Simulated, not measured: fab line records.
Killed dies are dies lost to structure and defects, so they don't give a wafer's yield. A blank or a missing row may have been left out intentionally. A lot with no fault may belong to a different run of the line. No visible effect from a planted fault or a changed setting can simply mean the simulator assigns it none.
The tool behind it: which one? || flow n5 finfet || 12 lots with 36 wafers sampled at 4 steps, on a route of 1938 steps

## WHAT EACH GAUGE READ, for each wafer
N5_PASSIVATION_OVL_MEAS_66.
{"lot": "L751", "measured": "day 13 15:45", "on": "overlay-02", "PASS_OPEN_OVL (nm)": "-7 -9 -6"}
{"lot": "L753", "measured": "day 14 12:31", "on": "overlay-02", "PASS_OPEN_OVL (nm)": "6 -5 -1"}
{"lot": "L755", "measured": "day 15 10:10", "on": "overlay-01", "PASS_OPEN_OVL (nm)": "0 -2 10"}
{"lot": "L756", "measured": "day 15 15:22", "on": "overlay-02", "PASS_OPEN_OVL (nm)": "-1 6 -3"}
{"lot": "L757", "measured": "day 15 23:47", "on": "overlay-02", "PASS_OPEN_OVL (nm)": "-6 -1 6"}
{"lot": "L758", "measured": "day 16 12:59", "on": "overlay-02", "PASS_OPEN_OVL (nm)": "3 2 -1"}
{"lot": "L759", "measured": "day 16 18:29", "on": "overlay-01", "PASS_OPEN_OVL (nm)": "7 -5 -1"}
{"lot": "L760", "measured": "day 16 18:11", "on": "overlay-02", "PASS_OPEN_OVL (nm)": "3 -1 -4"}
{"lot": "L765", "measured": "day 18 16:21", "on": "overlay-01", "PASS_OPEN_OVL (nm)": "5 -3 6"}
{"lot": "L769", "measured": "day 19 05:47", "on": "overlay-01", "PASS_OPEN_OVL (nm)": "3 -10 -7"}
{"lot": "L770", "measured": "day 19 10:02", "on": "overlay-01", "PASS_OPEN_OVL (nm)": "3 4 11"}
{"lot": "L773", "measured": "day 20 02:50", "on": "overlay-01", "PASS_OPEN_OVL (nm)": "0 3 6"}

## WHAT TOOL EACH LOT RAN ON (gives the tool, then ch and the chambers of the sampled wafers, and finally the start)
{"lot": "L751", "N5_BEOL_M4_ECD_50": "ecd cu-01 ch 0,1, day 9 16:54", "N5_PASSIVATION_VIA_ETCH_13": "rie diel-02 ch 1,2, day 13 12:31", "N5_PASSIVATION_PRE_CLEAN_19": "pvd sputter-02, day 13 13:07"}
{"lot": "L753", "N5_BEOL_M4_ECD_50": "ecd cu-02 ch 0,1, day 10 06:59", "N5_PASSIVATION_VIA_ETCH_13": "rie diel-02 ch 0,2, day 14 07:40", "N5_PASSIVATION_PRE_CLEAN_19": "pvd sputter-01, day 14 09:35"}
{"lot": "L755", "N5_BEOL_M4_ECD_50": "ecd cu-02 ch 0,1, day 11 03:05", "N5_PASSIVATION_VIA_ETCH_13": "rie diel-02 ch 0,1,2, day 15 06:49", "N5_PASSIVATION_PRE_CLEAN_19": "pvd sputter-02, day 15 07:40"}
{"lot": "L756", "N5_BEOL_M4_ECD_50": "ecd cu-01 ch 0, day 11 07:05", "N5_PASSIVATION_VIA_ETCH_13": "rie diel-05 ch 1,2,3, day 15 12:03", "N5_PASSIVATION_PRE_CLEAN_19": "pvd sputter-01, day 15 12:42"}
{"lot": "L757", "N5_BEOL_M4_ECD_50": "ecd cu-02 ch 0,1, day 11 19:26", "N5_PASSIVATION_VIA_ETCH_13": "rie diel-02 ch 1,2,3, day 15 19:55", "N5_PASSIVATION_PRE_CLEAN_19": "pvd sputter-03, day 15 21:13"}
{"lot": "L758", "N5_BEOL_M4_ECD_50": "ecd cu-02 ch 0,1, day 12 04:34", "N5_PASSIVATION_VIA_ETCH_13": "rie diel-05 ch 0,2,3, day 16 09:34", "N5_PASSIVATION_PRE_CLEAN_19": "pvd sputter-01, day 16 10:19"}
{"lot": "L759", "N5_BEOL_M4_ECD_50": "ecd cu-02 ch 0,1, day 12 07:59", "N5_PASSIVATION_VIA_ETCH_13": "rie diel-06 ch 0,3, day 16 15:12", "N5_PASSIVATION_PRE_CLEAN_19": "pvd sputter-02, day 16 15:53"}
{"lot": "L760", "N5_BEOL_M4_ECD_50": "ecd cu-02 ch 0,1, day 12 11:37", "N5_PASSIVATION_VIA_ETCH_13": "rie diel-02 ch 0,1, day 16 14:49", "N5_PASSIVATION_PRE_CLEAN_19": "pvd sputter-02, day 16 15:31"}
{"lot": "L765", "N5_BEOL_M4_ECD_50": "ecd cu-02 ch 0,1, day 14 04:41", "N5_PASSIVATION_VIA_ETCH_13": "rie diel-02 ch 0,1,3, day 18 12:45", "N5_PASSIVATION_PRE_CLEAN_19": "pvd sputter-03, day 18 13:44"}
{"lot": "L769", "N5_BEOL_M4_ECD_50": "ecd cu-02 ch 0,1, day 14 14:13", "N5_PASSIVATION_VIA_ETCH_13": "rie diel-05 ch 1,3, day 19 02:28", "N5_PASSIVATION_PRE_CLEAN_19": "pvd sputter-03, day 19 03:14"}
{"lot": "L770", "N5_BEOL_M4_ECD_50": "ecd cu-02 ch 0,1, day 14 22:26", "N5_PASSIVATION_VIA_ETCH_13": "rie diel-06 ch 0,2, day 19 07:00", "N5_PASSIVATION_PRE_CLEAN_19": "pvd sputter-03, day 19 07:34"}
{"lot": "L773", "N5_BEOL_M4_ECD_50": "ecd cu-01 ch 0,1, day 15 10:32", "N5_PASSIVATION_VIA_ETCH_13": "rie diel-05 ch 0,2,3, day 19 23:12", "N5_PASSIVATION_PRE_CLEAN_19": "pvd sputter-01, day 20 00:15"}
- N5_BEOL_M4_ECD_50: material Cu, target thk 300 nm.
- N5_PASSIVATION_VIA_ETCH_13: etches SiO2 in CHF3/O2, target depth 660 nm, time 330 s.
- N5_PASSIVATION_PRE_CLEAN_19

## AS READ BY THE TOOLS THEMSELVES (means over the sampled wafers that have a number; for cases with no such wafer, the mark the record gives instead)
N5_PASSIVATION_VIA_ETCH_13.
{"lot": "L751", "tool": "rie diel-02", "drypump motor current A (A)": 5.7, "etch rf on time s (s)": 233, "oes product au (a.u.)": 0.72, "rf fwd power W (W)": 649.3, "rf vpp V (V)": 540, "showerhead plenum p Torr (Torr)": 2.39, "throttle valve pct (%)": 18.9}
{"lot": "L753", "tool": "rie diel-02", "drypump motor current A (A)": 5.6, "etch rf on time s (s)": 237, "oes product au (a.u.)": 0.72, "rf fwd power W (W)": 646.9, "rf vpp V (V)": 533, "showerhead plenum p Torr (Torr)": 2.37, "throttle valve pct (%)": 18.8}
{"lot": "L755", "tool": "rie diel-02", "drypump motor current A (A)": 6.0, "etch rf on time s (s)": 232, "oes product au (a.u.)": 0.73, "rf fwd power W (W)": 647.7, "rf vpp V (V)": 535, "showerhead plenum p Torr (Torr)": 2.44, "throttle valve pct (%)": 18.7}
{"lot": "L756", "tool": "rie diel-05", "drypump motor current A (A)": 5.6, "etch rf on time s (s)": 238, "oes product au (a.u.)": 0.80, "rf fwd power W (W)": 647.0, "rf vpp V (V)": 523, "showerhead plenum p Torr (Torr)": 2.44, "throttle valve pct (%)": 18.8}
{"lot": "L757", "tool": "rie diel-02", "drypump motor current A (A)": 5.6, "etch rf on time s (s)": 233, "oes product au (a.u.)": 0.72, "rf fwd power W (W)": 649.0, "rf vpp V (V)": 534, "showerhead plenum p Torr (Torr)": 2.42, "throttle valve pct (%)": 19.0}
{"lot": "L758", "tool": "rie diel-05", "drypump motor current A (A)": 5.7, "etch rf on time s (s)": 234, "oes product au (a.u.)": 0.76, "rf fwd power W (W)": 647.9, "rf vpp V (V)": 523, "showerhead plenum p Torr (Torr)": 2.40, "throttle valve pct (%)": 18.9}
{"lot": "L759", "tool": "rie diel-06", "drypump motor current A (A)": 5.7, "etch rf on time s (s)": 233, "oes product au (a.u.)": 0.81, "rf fwd power W (W)": 650.8, "rf vpp V (V)": 539, "showerhead plenum p Torr (Torr)": 2.45, "throttle valve pct (%)": 19.0}
{"lot": "L760", "tool": "rie diel-02", "drypump motor current A (A)": 6.4, "etch rf on time s (s)": 235, "oes product au (a.u.)": 0.75, "rf fwd power W (W)": 648.4, "rf vpp V (V)": 535, "showerhead plenum p Torr (Torr)": 2.50, "throttle valve pct (%)": 18.7}
{"lot": "L765", "tool": "rie diel-02", "drypump motor current A (A)": 6.0, "etch rf on time s (s)": 235, "oes product au (a.u.)": 0.73, "rf fwd power W (W)": 646.1, "rf vpp V (V)": 531, "showerhead plenum p Torr (Torr)": 2.47, "throttle valve pct (%)": 18.8}
{"lot": "L769", "tool": "rie diel-05", "drypump motor current A (A)": 5.3, "etch rf on time s (s)": 232, "oes product au (a.u.)": 0.82, "rf fwd power W (W)": 649.1, "rf vpp V (V)": 527, "showerhead plenum p Torr (Torr)": 2.38, "throttle valve pct (%)": 18.4}
{"lot": "L770", "tool": "rie diel-06", "drypump motor current A (A)": 5.8, "etch rf on time s (s)": 237, "oes product au (a.u.)": 0.69, "rf fwd power W (W)": 648.9, "rf vpp V (V)": 527, "showerhead plenum p Torr (Torr)": 2.34, "throttle valve pct (%)": 19.1}
{"lot": "L773", "tool": "rie diel-05", "drypump motor current A (A)": 5.7, "etch rf on time s (s)": 231, "oes product au (a.u.)": 0.73, "rf fwd power W (W)": 649.2, "rf vpp V (V)": 523, "showerhead plenum p Torr (Torr)": 2.39, "throttle valve pct (%)": 18.9}

N5_PASSIVATION_PRE_CLEAN_19.
{"lot": "L751", "tool": "pvd sputter-02", "heater power w (W)": 482}
{"lot": "L753", "tool": "pvd sputter-01", "heater power w (W)": 432}
{"lot": "L755", "tool": "pvd sputter-02", "heater power w (W)": 442}
{"lot": "L756", "tool": "pvd sputter-01", "heater power w (W)": 430}
{"lot": "L757", "tool": "pvd sputter-03", "heater power w (W)": 387}
{"lot": "L758", "tool": "pvd sputter-01", "heater power w (W)": 446}
{"lot": "L759", "tool": "pvd sputter-02", "heater power w (W)": 440}
{"lot": "L760", "tool": "pvd sputter-02", "heater power w (W)": 417}
{"lot": "L765", "tool": "pvd sputter-03", "heater power w (W)": 375}
{"lot": "L769", "tool": "pvd sputter-03", "heater power w (W)": 413}
{"lot": "L770", "tool": "pvd sputter-03", "heater power w (W)": 417}
{"lot": "L773", "tool": "pvd sputter-01", "heater power w (W)": 476}

## THE ANSWER, worked out from the rows above alone
Rule: usual is defined by the lots themselves. The widest of any qualifying gaps counts: lots, ordered by their means at a reading, are off when they make up no more than a third of the lots, leave a main group of 4 or more, and stand apart from it by 3 or more times the standard deviation of that group's means. A main group is skipped when, at the precision printed for the reading in the tables above, its means are all equal. A lot without any number at a reading at which 4 lots or more have one is off too. The other lots that the step has rows for count as sound. Order of review: gauges by route order, followed by the tools' own readings, for which a lot's mean as printed above is used. At the first step where some lot is off, the reading lying furthest off is the one used; lots without a number count as furthest.
None of the lots is off at any reading shown; this tells nothing.

## WHAT THE SIMULATOR HAD PUT IN
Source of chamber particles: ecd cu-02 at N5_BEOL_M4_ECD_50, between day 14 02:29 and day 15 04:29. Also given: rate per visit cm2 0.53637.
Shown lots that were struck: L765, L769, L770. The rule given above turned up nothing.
